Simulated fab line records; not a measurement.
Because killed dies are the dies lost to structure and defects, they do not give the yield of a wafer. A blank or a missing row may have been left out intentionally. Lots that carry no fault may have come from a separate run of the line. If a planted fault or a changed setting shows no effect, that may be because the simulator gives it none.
Which tool was responsible? -- flow n5 finfet -- 33 wafers from 11 lots sampled at 3 of the route's 1938 steps

WHAT THE GAUGES SHOWED, per wafer
N5_BEOL_M6_RS_MEAS_57: the measuring method here is four-point-probe.
lot,measured,on,M6_RS (ohm/sq)
L799,day 8 18:40,film metro-02,0.275 0.286 0.278
L798,day 8 20:50,film metro-02,0.291 0.289 0.296
L801,day 9 14:47,film metro-01,0.270 0.283 0.282
L806,day 10 18:55,film metro-02,0.295 0.300 0.294
L809,day 11 07:34,film metro-01,0.287 0.285 0.279
L811,day 12 06:28,film metro-01,0.269 0.274 0.269
L817,day 13 11:52,film metro-02,0.275 0.278 0.274
L815,day 13 15:51,film metro-02,0.285 0.277 0.273
L818,day 14 18:26,film metro-01,0.285 0.293 0.289
L821,day 15 01:25,film metro-02,0.291 0.305 0.295
L820,day 15 06:24,film metro-01,0.301 0.298 0.299

EACH LOT AND THE TOOL THAT RAN IT (in order: tool; ch and the chambers of the sampled wafers; start)
lot,N5_BEOL_M6_ETCH_41,N5_BEOL_M6_PRE_CLEAN_45
L799,"rie diel-04 ch 2,3, day 8 16:35 or earlier","pvd sputter-01, day 8 16:35"
L798,"rie diel-02 ch 0,3, day 8 18:02 or earlier","pvd sputter-01, day 8 18:02"
L801,"rie diel-04 ch 1,2,3, day 9 12:44 or earlier","pvd sputter-03, day 9 12:44"
L806,"rie diel-02 ch 0,1,2, day 10 17:10 or earlier","pvd sputter-01, day 10 17:10"
L809,"rie diel-04 ch 1,2, day 11 06:01 or earlier","pvd sputter-02, day 11 06:01"
L811,"rie diel-04 ch 1,2, day 12 04:15 or earlier","pvd sputter-02, day 12 04:15"
L817,"rie diel-04 ch 0,2, day 13 10:01 or earlier","pvd sputter-01, day 13 10:01"
L815,"rie diel-04 ch 1,2,3, day 13 14:17 or earlier","pvd sputter-01, day 13 14:17"
L818,"rie diel-02 ch 1,2, day 14 16:34 or earlier","pvd sputter-03, day 14 16:34"
L821,"rie diel-02 ch 2,3, day 14 23:09 or earlier","pvd sputter-01, day 14 23:09"
L820,"rie diel-02 ch 1,2, day 15 04:50 or earlier","pvd sputter-03, day 15 04:50"
- N5_BEOL_M6_ETCH_41: etches SiCN in CH3F/O2, target depth 29.7 nm, time 52 s.
- N5_BEOL_M6_PRE_CLEAN_45: time 30 s.

AS READ BY THE TOOLS THEMSELVES (means over the sampled wafers that have a number; for cases with no such wafer, the mark the record gives instead)
N5_BEOL_M6_ETCH_41.
lot,tool,drypump motor current A (A),oes product au (a.u.),rf vpp V (V),showerhead plenum p Torr (Torr),throttle valve pct (%)
L799,rie diel-04,6.2,0.71,297.5,2.02,16.40
L798,rie diel-02,5.8,0.78,296.6,1.95,16.16
L801,rie diel-04,5.9,0.76,298.1,2.01,16.33
L806,rie diel-02,5.8,0.77,298.0,2.00,16.19
L809,rie diel-04,5.6,0.96,297.3,1.98,16.10
L811,rie diel-04,5.7,0.93,297.0,1.98,16.10
L817,rie diel-04,5.4,0.89,295.7,1.95,15.87
L815,rie diel-04,5.9,0.82,296.1,2.00,16.23
L818,rie diel-02,5.6,0.79,297.4,2.03,16.19
L821,rie diel-02,5.9,0.80,299.0,2.04,16.02
L820,rie diel-02,5.9,0.76,298.4,2.05,16.16

N5_BEOL_M6_PRE_CLEAN_45.
lot,tool,heater power w (W)
L799,pvd sputter-01,324
L798,pvd sputter-01,303
L801,pvd sputter-03,329
L806,pvd sputter-01,301
L809,pvd sputter-02,343
L811,pvd sputter-02,368
L817,pvd sputter-01,300
L815,pvd sputter-01,300
L818,pvd sputter-03,323
L821,pvd sputter-01,274
L820,pvd sputter-03,347

THE ANSWER, worked out from the rows above alone
Rule: the usual values come from the lots themselves. Put in order of their means at a reading, lots are off if they are a third of the lots or fewer, leave a main group of 4 or more, and stand apart from it by a gap of 3 or more times the standard deviation of the main group's means; of several such gaps the widest counts. A main group is skipped when, at the precision printed for the reading in the tables above, its means are all equal. A lot without any number at a reading at which 4 lots or more have one is off too. All remaining lots with rows at the step are treated as sound. After the gauges, taken in route order, come the tools' own readings; for these a lot's mean is taken, as printed above. At the first step where some lot is off, the reading lying furthest off is the one used; lots without a number count as furthest.
Nothing can be told from this: no lot is off at any reading shown.

WHAT THE SIMULATOR PUT IN
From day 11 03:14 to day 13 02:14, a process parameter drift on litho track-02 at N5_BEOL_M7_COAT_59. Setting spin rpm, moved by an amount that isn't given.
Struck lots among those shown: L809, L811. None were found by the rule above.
